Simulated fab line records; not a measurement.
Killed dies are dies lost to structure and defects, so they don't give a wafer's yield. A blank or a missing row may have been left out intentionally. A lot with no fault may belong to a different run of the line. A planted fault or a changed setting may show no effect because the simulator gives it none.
Which tool is to blame? :: flow nand-harc :: 24 lots with 72 wafers sampled at 4 steps, on a route of 1159 steps

== WHAT THE GAUGES SHOWED, per wafer ==
NHARC_A_BLC_INSPECT_28. Usual: 424 for raw-defect-count, sd 110.
lot: L074
measured: day 17 14:40
on: defect-inspect-01
raw-defect-count: 408 466 360
flag: 

lot: L077
measured: day 17 18:11
on: defect-inspect-01
raw-defect-count: 430 417 377
flag: 

lot: L075
measured: day 18 01:04
on: defect-inspect-02
raw-defect-count: 337 360 375
flag: 

lot: L076
measured: day 18 01:32
on: defect-inspect-02
raw-defect-count: 275 350 300
flag: 

lot: L078
measured: day 18 14:07
on: defect-inspect-02
raw-defect-count: 504 350 471
flag: 

lot: L080
measured: day 18 18:29
on: defect-inspect-02
raw-defect-count: 339 388 354
flag: 

lot: L079
measured: day 18 18:55
on: defect-inspect-01
raw-defect-count: 342 494 367
flag: 

lot: L081
measured: day 19 05:40
on: defect-inspect-02
raw-defect-count: 600 377 422
flag: 

lot: L082
measured: day 19 16:08
on: defect-inspect-02
raw-defect-count: 528 433 386
flag: 

lot: L083
measured: day 19 16:49
on: defect-inspect-01
raw-defect-count: 412 338 396
flag: 

lot: L087
measured: day 19 21:09
on: defect-inspect-02
raw-defect-count: 521 617 521
flag: 

lot: L084
measured: day 20 02:02
on: defect-inspect-02
raw-defect-count: 491 454 442
flag: 

lot: L086
measured: day 20 13:19
on: defect-inspect-01
raw-defect-count: 654 545 555
flag: 

lot: L085
measured: day 20 13:45
on: defect-inspect-02
raw-defect-count: 359 348 283
flag: 

lot: L088
measured: day 21 13:10
on: defect-inspect-02
raw-defect-count: 328 404 376
flag: 

lot: L089
measured: day 21 13:32
on: defect-inspect-01
raw-defect-count: 421 458 465
flag: 

lot: L092
measured: day 21 18:47
on: defect-inspect-01
raw-defect-count: 563 393 358
flag: 

lot: L093
measured: day 22 03:24
on: defect-inspect-01
raw-defect-count: 399 633 756
flag: 

lot: L090
measured: day 22 04:23
on: defect-inspect-02
raw-defect-count: 444 360 539
flag: 

lot: L091
measured: day 22 09:39
on: defect-inspect-01
raw-defect-count: 465 399 652
flag: 

lot: L094
measured: day 22 14:01
on: defect-inspect-01
raw-defect-count: 308 489 364
flag: 

lot: L095
measured: day 23 04:17
on: defect-inspect-01
raw-defect-count: 421 484 319
flag: 

lot: L096
measured: day 23 04:34
on: defect-inspect-01
raw-defect-count: 346 326 341
flag: 

lot: L097
measured: day 23 07:51
on: defect-inspect-02
raw-defect-count: 296 312 551
flag: 

NHARC_A_M0_OVL_MEAS_10: pitch 160 nm. Usual: overlay-x-nm 0.0 nm, standard deviation 1; overlay-y-nm -0.1 nm, standard deviation 0.77.
lot: L074
measured: day 17 15:40
on: overlay-02
overlay-x-nm (nm): 0.3 0.0 -0.5
overlay-y-nm (nm): 2.1 2.0 2.0
flag: 

lot: L077
measured: day 17 19:04
on: overlay-02
overlay-x-nm (nm): -1.4 -1.3 -1.2
overlay-y-nm (nm): 0.2 -0.1 0.2
flag: 

lot: L075
measured: day 18 02:04
on: overlay-02
overlay-x-nm (nm): -0.8 -0.4 -0.2
overlay-y-nm (nm): -0.7 -0.2 0.0
flag: 

lot: L076
measured: day 18 02:40
on: overlay-01
overlay-x-nm (nm): -0.1 -0.5 -0.1
overlay-y-nm (nm): -1.1 -1.0 -1.3
flag: 

lot: L078
measured: day 18 15:06
on: overlay-02
overlay-x-nm (nm): -0.3 -0.6 0.1
overlay-y-nm (nm): -0.4 -0.1 0.2
flag: 

lot: L080
measured: day 18 19:42
on: overlay-01
overlay-x-nm (nm): -0.6 -0.1 -0.7
overlay-y-nm (nm): -1.1 -0.3 -0.7
flag: 

lot: L079
measured: day 18 20:08
on: overlay-02
overlay-x-nm (nm): -0.7 -0.4 -0.4
overlay-y-nm (nm): -1.0 -0.5 0.0
flag: 

lot: L081
measured: day 19 06:40
on: overlay-02
overlay-x-nm (nm): 0.4 1.0 0.9
overlay-y-nm (nm): 1.2 1.1 0.9
flag: 

lot: L082
measured: day 19 17:14
on: overlay-01
overlay-x-nm (nm): 0.0 -0.1 -0.8
overlay-y-nm (nm): -0.1 -0.4 -0.4
flag: 

lot: L083
measured: day 19 17:57
on: overlay-02
overlay-x-nm (nm): -1.0 -0.4 -0.6
overlay-y-nm (nm): -0.4 0.4 0.9
flag: 

lot: L087
measured: day 19 22:10
on: overlay-01
overlay-x-nm (nm): 1.9 1.6 1.4
overlay-y-nm (nm): 0.4 0.6 0.7
flag: 

lot: L084
measured: day 20 02:54
on: overlay-01
overlay-x-nm (nm): -0.1 -0.3 0.0
overlay-y-nm (nm): 1.0 0.9 0.5
flag: 

lot: L086
measured: day 20 14:10
on: overlay-02
overlay-x-nm (nm): 0.2 -0.1 0.2
overlay-y-nm (nm): -0.1 -0.2 0.4
flag: 

lot: L085
measured: day 20 14:37
on: overlay-02
overlay-x-nm (nm): -2.2 -1.4 -1.4
overlay-y-nm (nm): -1.3 -1.2 -0.9
flag: 

lot: L088
measured: day 21 14:18
on: overlay-02
overlay-x-nm (nm): 0.5 -1.1 -0.4
overlay-y-nm (nm): -0.8 -0.6 -0.7
flag: 

lot: L089
measured: day 21 14:32
on: overlay-02
overlay-x-nm (nm): -1.1 -0.9 -0.9
overlay-y-nm (nm): 0.8 0.0 0.0
flag: 

lot: L092
measured: day 21 19:46
on: overlay-01
overlay-x-nm (nm): -0.6 -1.2 -0.9
overlay-y-nm (nm): -0.7 -1.0 -0.8
flag: 

lot: L093
measured: day 22 04:26
on: overlay-02
overlay-x-nm (nm): 1.7 1.5 1.9
overlay-y-nm (nm): 0.0 -0.1 -0.6
flag: 

lot: L090
measured: day 22 05:23
on: overlay-01
overlay-x-nm (nm): 0.0 0.3 0.0
overlay-y-nm (nm): -0.5 -0.5 -0.3
flag: 

lot: L091
measured: day 22 10:50
on: overlay-02
overlay-x-nm (nm): 0.1 0.1 0.2
overlay-y-nm (nm): -1.1 -1.0 -0.6
flag: 

lot: L094
measured: day 22 15:01
on: overlay-02
overlay-x-nm (nm): -0.1 -0.5 -0.7
overlay-y-nm (nm): -0.1 -0.1 0.3
flag: 

lot: L095
measured: day 23 05:16
on: overlay-01
overlay-x-nm (nm): 2.7 1.8 1.7
overlay-y-nm (nm): -0.8 -0.4 -0.8
flag: 

lot: L096
measured: day 23 05:34
on: overlay-02
overlay-x-nm (nm): 0.7 0.1 -0.3
overlay-y-nm (nm): 0.8 0.4 0.2
flag: 

lot: L097
measured: day 23 08:43
on: overlay-01
overlay-x-nm (nm): 2.8 2.0 2.1
overlay-y-nm (nm): 0.1 1.0 0.0
flag: 

== TOOL THAT RAN EACH LOT (tool first, then ch and the chambers of the sampled wafers, then the start) ==
lot: L074
NHARC_A_CONTACT_CMP_20: cmp-03 ch 1,2,3, day 17 06:02
NHARC_A_BLC_CMP_25: cmp-02 ch 1,2,3, day 17 14:17

lot: L077
NHARC_A_CONTACT_CMP_20: cmp-03 ch 1,2, day 17 13:27
NHARC_A_BLC_CMP_25: cmp-02 ch 0,2,3, day 17 17:50

lot: L075
NHARC_A_CONTACT_CMP_20: cmp-03 ch 1,2,3, day 17 16:55
NHARC_A_BLC_CMP_25: cmp-03 ch 0,1, day 18 00:40

lot: L076
NHARC_A_CONTACT_CMP_20: cmp-03 ch 1,2,3, day 17 18:25
NHARC_A_BLC_CMP_25: cmp-02 ch 0,1,3, day 18 01:08

lot: L078
NHARC_A_CONTACT_CMP_20: cmp-04 ch 1,2, day 18 09:55
NHARC_A_BLC_CMP_25: cmp-03 ch 1,2,3, day 18 13:45

lot: L080
NHARC_A_CONTACT_CMP_20: cmp-04 ch 1,2,3, day 18 10:41
NHARC_A_BLC_CMP_25: cmp-01 ch 1,2,3, day 18 18:04

lot: L079
NHARC_A_CONTACT_CMP_20: cmp-03 ch 0,1, day 18 11:56
NHARC_A_BLC_CMP_25: cmp-03 ch 0,1,2, day 18 18:35

lot: L081
NHARC_A_CONTACT_CMP_20: cmp-04 ch 2,3, day 18 19:17
NHARC_A_BLC_CMP_25: cmp-01 ch 0,2,3, day 19 05:19

lot: L082
NHARC_A_CONTACT_CMP_20: cmp-04 ch 0,1, day 19 11:58
NHARC_A_BLC_CMP_25: cmp-02 ch 1,3, day 19 15:44

lot: L083
NHARC_A_CONTACT_CMP_20: cmp-04 ch 0,1, day 19 12:40
NHARC_A_BLC_CMP_25: cmp-01 ch 0,1, day 19 16:23

lot: L087
NHARC_A_CONTACT_CMP_20: cmp-04 ch 0,1,2, day 19 17:07
NHARC_A_BLC_CMP_25: cmp-03 ch 1,2,3, day 19 20:46

lot: L084
NHARC_A_CONTACT_CMP_20: cmp-03 ch 0,3, day 19 20:56
NHARC_A_BLC_CMP_25: cmp-03 ch 2,3, day 20 01:38

lot: L086
NHARC_A_CONTACT_CMP_20: cmp-03 ch 0,2,3, day 20 06:46
NHARC_A_BLC_CMP_25: cmp-01 ch 0,2,3, day 20 12:54

lot: L085
NHARC_A_CONTACT_CMP_20: cmp-02 ch 0,2,3, day 20 07:35
NHARC_A_BLC_CMP_25: cmp-03 ch 1,2,3, day 20 13:22

lot: L088
NHARC_A_CONTACT_CMP_20: cmp-04 ch 0,1,2, day 21 04:35
NHARC_A_BLC_CMP_25: cmp-03 ch 1,2,3, day 21 12:51

lot: L089
NHARC_A_CONTACT_CMP_20: cmp-02 ch 0,1,2, day 21 05:17
NHARC_A_BLC_CMP_25: cmp-02 ch 2,3, day 21 13:08

lot: L092
NHARC_A_CONTACT_CMP_20: cmp-04 ch 0,2,3, day 21 11:40
NHARC_A_BLC_CMP_25: cmp-03 ch 0,1,2, day 21 18:23

lot: L093
NHARC_A_CONTACT_CMP_20: cmp-03 ch 1,2,3, day 21 17:56
NHARC_A_BLC_CMP_25: cmp-03 ch 0,1, day 22 02:59

lot: L090
NHARC_A_CONTACT_CMP_20: cmp-03 ch 0,1,3, day 21 18:40
NHARC_A_BLC_CMP_25: cmp-03 ch 0,1,3, day 22 04:00

lot: L091
NHARC_A_CONTACT_CMP_20: cmp-04 ch 0,2,3, day 22 02:35
NHARC_A_BLC_CMP_25: cmp-02 ch 0,2,3, day 22 09:13

lot: L094
NHARC_A_CONTACT_CMP_20: cmp-03 ch 1,2,3, day 22 10:02
NHARC_A_BLC_CMP_25: cmp-02 ch 1,2,3, day 22 13:37

lot: L095
NHARC_A_CONTACT_CMP_20: cmp-03 ch 1,2, day 22 19:43
NHARC_A_BLC_CMP_25: cmp-01 ch 0,1,3, day 23 03:57

lot: L096
NHARC_A_CONTACT_CMP_20: cmp-04 ch 0,1, day 22 20:26
NHARC_A_BLC_CMP_25: cmp-02 ch 0,1,2, day 23 04:14

lot: L097
NHARC_A_CONTACT_CMP_20: cmp-04 ch 1,2,3, day 23 02:31
NHARC_A_BLC_CMP_25: cmp-01 ch 0,2,3, day 23 07:26
- NHARC_A_CONTACT_CMP_20: polishes, t overpolish 30 s, target thk 300 nm.
- NHARC_A_BLC_CMP_25: polishes, t overpolish 30 s, target thk 150 nm.

== AS READ BY THE TOOLS THEMSELVES (means over the sampled wafers that have a number; for cases with no such wafer, the mark the record gives instead) ==
NHARC_A_CONTACT_CMP_20. Usual: motor-current-A 11.2 A, standard deviation 1.2; overpolish-run-s 30.000 s, standard deviation 0.0089; time-to-endpoint-s 59 s, standard deviation 3.8.
lot: L074
tool: cmp-03
motor-current-A (A): 10.6
overpolish-run-s (s): 29.999
time-to-endpoint-s (s): 59
flag: 

lot: L077
tool: cmp-03
motor-current-A (A): 9.8
overpolish-run-s (s): 29.991
time-to-endpoint-s (s): 60
flag: 

lot: L075
tool: cmp-03
motor-current-A (A): 10.6
overpolish-run-s (s): 30.000
time-to-endpoint-s (s): 60
flag: 

lot: L076
tool: cmp-03
motor-current-A (A): 10.4
overpolish-run-s (s): 30.000
time-to-endpoint-s (s): 61
flag: 

lot: L078
tool: cmp-04
motor-current-A (A): 10.8
overpolish-run-s (s): 29.996
time-to-endpoint-s (s): 57
flag: 

lot: L080
tool: cmp-04
motor-current-A (A): 11.3
overpolish-run-s (s): 30.002
time-to-endpoint-s (s): 60
flag: 

lot: L079
tool: cmp-03
motor-current-A (A): 11.1
overpolish-run-s (s): 30.005
time-to-endpoint-s (s): 56
flag: 

lot: L081
tool: cmp-04
motor-current-A (A): 11.6
overpolish-run-s (s): 29.995
time-to-endpoint-s (s): 61
flag: 

lot: L082
tool: cmp-04
motor-current-A (A): 11.1
overpolish-run-s (s): 29.999
time-to-endpoint-s (s): 56
flag: 

lot: L083
tool: cmp-04
motor-current-A (A): 10.3
overpolish-run-s (s): 30.003
time-to-endpoint-s (s): 63
flag: 

lot: L087
tool: cmp-04
motor-current-A (A): 10.8
overpolish-run-s (s): 30.011
time-to-endpoint-s (s): 58
flag: 

lot: L084
tool: cmp-03
motor-current-A (A): 11.9
overpolish-run-s (s): 29.998
time-to-endpoint-s (s): 62
flag: 

lot: L086
tool: cmp-03
motor-current-A (A): 10.9
overpolish-run-s (s): 30.007
time-to-endpoint-s (s): 58
flag: 

lot: L085
tool: cmp-02
motor-current-A (A): 12.2
overpolish-run-s (s): 29.999
time-to-endpoint-s (s): 63
flag: 

lot: L088
tool: cmp-04
motor-current-A (A): 10.8
overpolish-run-s (s): 30.001
time-to-endpoint-s (s): 57
flag: 

lot: L089
tool: cmp-02
motor-current-A (A): 12.8
overpolish-run-s (s): 30.004
time-to-endpoint-s (s): 60
flag: 

lot: L092
tool: cmp-04
motor-current-A (A): 12.0
overpolish-run-s (s): 30.005
time-to-endpoint-s (s): 58
flag: 

lot: L093
tool: cmp-03
motor-current-A (A): 10.3
overpolish-run-s (s): 29.996
time-to-endpoint-s (s): 61
flag: 

lot: L090
tool: cmp-03
motor-current-A (A): 11.5
overpolish-run-s (s): 30.003
time-to-endpoint-s (s): 55
flag: 

lot: L091
tool: cmp-04
motor-current-A (A): 11.7
overpolish-run-s (s): 29.993
time-to-endpoint-s (s): 61
flag: 

lot: L094
tool: cmp-03
motor-current-A (A): 10.5
overpolish-run-s (s): 30.006
time-to-endpoint-s (s): 58
flag: 

lot: L095
tool: cmp-03
motor-current-A (A): 9.4
overpolish-run-s (s): 29.992
time-to-endpoint-s (s): 60
flag: 

lot: L096
tool: cmp-04
motor-current-A (A): 10.8
overpolish-run-s (s): 29.998
time-to-endpoint-s (s): 64
flag: 

lot: L097
tool: cmp-04
motor-current-A (A): 11.2
overpolish-run-s (s): 29.997
time-to-endpoint-s (s): 67
flag: 

NHARC_A_BLC_CMP_25. Usual: motor-current-A 11.8 A, standard deviation 1.3; overpolish-run-s 30.000 s, standard deviation 0.0087; time-to-endpoint-s 30.3 s, standard deviation 2.6.
lot: L074
tool: cmp-02
motor-current-A (A): 12.9
overpolish-run-s (s): 29.996
time-to-endpoint-s (s): 33.3
flag: 

lot: L077
tool: cmp-02
motor-current-A (A): 12.4
overpolish-run-s (s): 29.997
time-to-endpoint-s (s): 30.3
flag: 

lot: L075
tool: cmp-03
motor-current-A (A): 11.0
overpolish-run-s (s): 29.998
time-to-endpoint-s (s): 27.6
flag: 

lot: L076
tool: cmp-02
motor-current-A (A): 12.3
overpolish-run-s (s): 29.995
time-to-endpoint-s (s): 29.9
flag: 

lot: L078
tool: cmp-03
motor-current-A (A): 10.4
overpolish-run-s (s): 30.007
time-to-endpoint-s (s): 31.1
flag: 

lot: L080
tool: cmp-01
motor-current-A (A): 13.1
overpolish-run-s (s): 30.003
time-to-endpoint-s (s): 31.9
flag: 

lot: L079
tool: cmp-03
motor-current-A (A): 10.5
overpolish-run-s (s): 29.995
time-to-endpoint-s (s): 29.4
flag: 

lot: L081
tool: cmp-01
motor-current-A (A): 12.0
overpolish-run-s (s): 29.994
time-to-endpoint-s (s): 31.2
flag: 

lot: L082
tool: cmp-02
motor-current-A (A): 12.3
overpolish-run-s (s): 29.995
time-to-endpoint-s (s): 33.8
flag: 

lot: L083
tool: cmp-01
motor-current-A (A): 11.6
overpolish-run-s (s): 29.997
time-to-endpoint-s (s): 31.5
flag: 

lot: L087
tool: cmp-03
motor-current-A (A): 10.3
overpolish-run-s (s): 29.997
time-to-endpoint-s (s): 31.9
flag: 

lot: L084
tool: cmp-03
motor-current-A (A): 10.0
overpolish-run-s (s): 30.001
time-to-endpoint-s (s): 28.7
flag: 

lot: L086
tool: cmp-01
motor-current-A (A): 12.3
overpolish-run-s (s): 30.003
time-to-endpoint-s (s): 32.0
flag: 

lot: L085
tool: cmp-03
motor-current-A (A): 10.5
overpolish-run-s (s): 30.002
time-to-endpoint-s (s): 29.9
flag: 

lot: L088
tool: cmp-03
motor-current-A (A): 10.7
overpolish-run-s (s): 30.002
time-to-endpoint-s (s): 30.2
flag: 

lot: L089
tool: cmp-02
motor-current-A (A): 12.3
overpolish-run-s (s): 30.003
time-to-endpoint-s (s): 30.1
flag: 

lot: L092
tool: cmp-03
motor-current-A (A): 10.3
overpolish-run-s (s): 29.997
time-to-endpoint-s (s): 26.5
flag: 

lot: L093
tool: cmp-03
motor-current-A (A): 11.3
overpolish-run-s (s): 30.006
time-to-endpoint-s (s): 27.0
flag: 

lot: L090
tool: cmp-03
motor-current-A (A): 11.2
overpolish-run-s (s): 29.991
time-to-endpoint-s (s): 27.9
flag: 

lot: L091
tool: cmp-02
motor-current-A (A): 12.4
overpolish-run-s (s): 29.997
time-to-endpoint-s (s): 32.6
flag: 

lot: L094
tool: cmp-02
motor-current-A (A): 12.5
overpolish-run-s (s): 29.995
time-to-endpoint-s (s): 31.2
flag: 

lot: L095
tool: cmp-01
motor-current-A (A): 12.2
overpolish-run-s (s): 30.003
time-to-endpoint-s (s): 32.2
flag: 

lot: L096
tool: cmp-02
motor-current-A (A): 12.4
overpolish-run-s (s): 29.990
time-to-endpoint-s (s): 31.0
flag: 

lot: L097
tool: cmp-01
motor-current-A (A): 11.6
overpolish-run-s (s): 30.005
time-to-endpoint-s (s): 29.4
flag: 

== THE ANSWER, worked out from the rows above alone ==
Rule: lot off if the mean of its wafers having a number is beyond 3 standard deviations from the usual mean. Also off: a lot with no number at a reading for which 4 or more lots have one. Any other lot the step has rows for is counted as sound. Order of review: gauges by route order, followed by the tools' own readings, for which a lot's mean as printed above is used. At the first step where some lot is off, the reading lying furthest off is the one used; lots without a number count as furthest.
No lot is off at any reading shown: from this, nothing can be told.

== WHAT THE SIMULATOR PUT IN ==
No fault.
